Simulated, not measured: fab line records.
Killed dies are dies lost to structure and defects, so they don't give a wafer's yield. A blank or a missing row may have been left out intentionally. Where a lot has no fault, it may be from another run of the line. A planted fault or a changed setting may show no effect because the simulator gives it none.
Chamber matching + flow n5 finfet + 4 sister chambers for N5_SD_EPI_N_ETCH_34 on rie diel-01
The step etches SiARC in CF4, target depth 45.5 nm, time 75.8 s. 24 wafers are shown with their chamber, then 12 later ones without.

## WAFERS WITH THEIR CHAMBER
| wafer  | chamber | drypump motor current A (A) | showerhead plenum p Torr (Torr) | oes product au (a.u.) |
|--------|---------|-----------------------------|---------------------------------|-----------------------|
| L074.1 | 2       | 6.4                         | 2.21                            | 0.62                  |
| L074.2 | 1       | 5.8                         | 2.20                            | 0.58                  |
| L074.3 | 0       | 5.9                         | 2.05                            | 0.64                  |
| L080.2 | 0       | 5.9                         | 2.05                            | 0.63                  |
| L080.3 | 2       | 6.5                         | 2.20                            | 0.61                  |
| L080.6 | 3       | 5.6                         | 2.18                            | 0.73                  |
| L081.1 | 2       | 6.5                         | 2.20                            | 0.60                  |
| L081.3 | 1       | 5.8                         | 2.19                            | 0.57                  |
| L081.6 | 1       | 5.8                         | 2.19                            | 0.57                  |
| L084.1 | 3       | 5.6                         | 2.17                            | 0.72                  |
| L084.2 | 0       | 5.9                         | 2.05                            | 0.61                  |
| L084.4 | 1       | 5.8                         | 2.19                            | 0.57                  |
| L086.2 | 0       | 5.9                         | 2.04                            | 0.62                  |
| L086.3 | 2       | 6.5                         | 2.20                            | 0.60                  |
| L086.4 | 3       | 5.6                         | 2.17                            | 0.70                  |
| L087.4 | 0       | 5.9                         | 2.04                            | 0.61                  |
| L087.5 | 2       | 6.4                         | 2.20                            | 0.59                  |
| L087.6 | 3       | 5.6                         | 2.17                            | 0.70                  |
| L088.2 | 2       | 6.5                         | 2.20                            | 0.59                  |
| L088.4 | 0       | 5.9                         | 2.04                            | 0.61                  |
| L088.6 | 2       | 6.5                         | 2.20                            | 0.59                  |
| L089.2 | 0       | 6.0                         | 2.04                            | 0.61                  |
| L089.3 | 2       | 6.5                         | 2.20                            | 0.59                  |
| L089.6 | 0       | 5.9                         | 2.04                            | 0.60                  |

SIGNATURES, as means of the wafers listed above
| reading                  | chamber 0 | chamber 1 | chamber 2 | chamber 3 | scatter within a chamber |
|--------------------------|-----------|-----------|-----------|-----------|--------------------------|
| drypump motor current A  | 5.913     | 5.800     | 6.475     | 5.600     | 0.0345                   |
| showerhead plenum p Torr | 2.0438    | 2.1925    | 2.2012    | 2.1725    | 0.00461                  |
| oes product au           | 0.6162    | 0.5725    | 0.5988    | 0.7125    | 0.0119                   |
Rule: distance of a wafer from a chamber = root of the sum over the readings of ((wafer's reading minus chamber's mean) / reading's scatter) squared. The wafer belongs to the nearest chamber; if the next one is less than 2 further off, it can't be placed. The scatter: the root of (the sum of the squares of (reading less its chamber's mean) over the shown wafers, divided by (wafers less chambers)).

## WAFERS MISSING THEIR CHAMBER
| wafer  | drypump motor current A (A) | showerhead plenum p Torr (Torr) | oes product au (a.u.) |
|--------|-----------------------------|---------------------------------|-----------------------|
| L092.1 | 5.9                         | 2.04                            | 0.61                  |
| L092.2 | 5.8                         | 2.19                            | 0.83                  |
| L092.4 | 5.9                         | 2.04                            | 0.60                  |
| L094.1 | 5.9                         | 2.04                            | 0.60                  |
| L094.2 | 5.8                         | 2.19                            | 0.83                  |
| L094.3 | 5.6                         | 2.16                            | 0.69                  |
| L094.4 | 5.8                         | 2.19                            | 0.82                  |
| L094.5 | 5.6                         | 2.16                            | 0.68                  |
| L094.6 | 6.0                         | 2.04                            | 0.60                  |
| L096.1 | 5.6                         | 2.16                            | 0.69                  |
| L096.2 | 6.4                         | 2.19                            | 0.81                  |
| L096.3 | 5.8                         | 2.19                            | 0.81                  |

## THE CHAMBER EACH PASSED THROUGH
| wafer  | from the rows above | in truth                   |
|--------|---------------------|----------------------------|
| L092.1 | 0                   | 0                          |
| L092.2 | 3                   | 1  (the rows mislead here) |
| L092.4 | 0                   | 0                          |
| L094.1 | 0                   | 0                          |
| L094.2 | 3                   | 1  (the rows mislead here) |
| L094.3 | 3                   | 3                          |
| L094.4 | 3                   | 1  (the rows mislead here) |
| L094.5 | 3                   | 3                          |
| L094.6 | 0                   | 0                          |
| L096.1 | 3                   | 3                          |
| L096.2 | 2                   | 2                          |
| L096.3 | 3                   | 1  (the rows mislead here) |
Correct placement for 8 of the 12. Left unplaced by these rows: 0. Wrongly placed: 4.
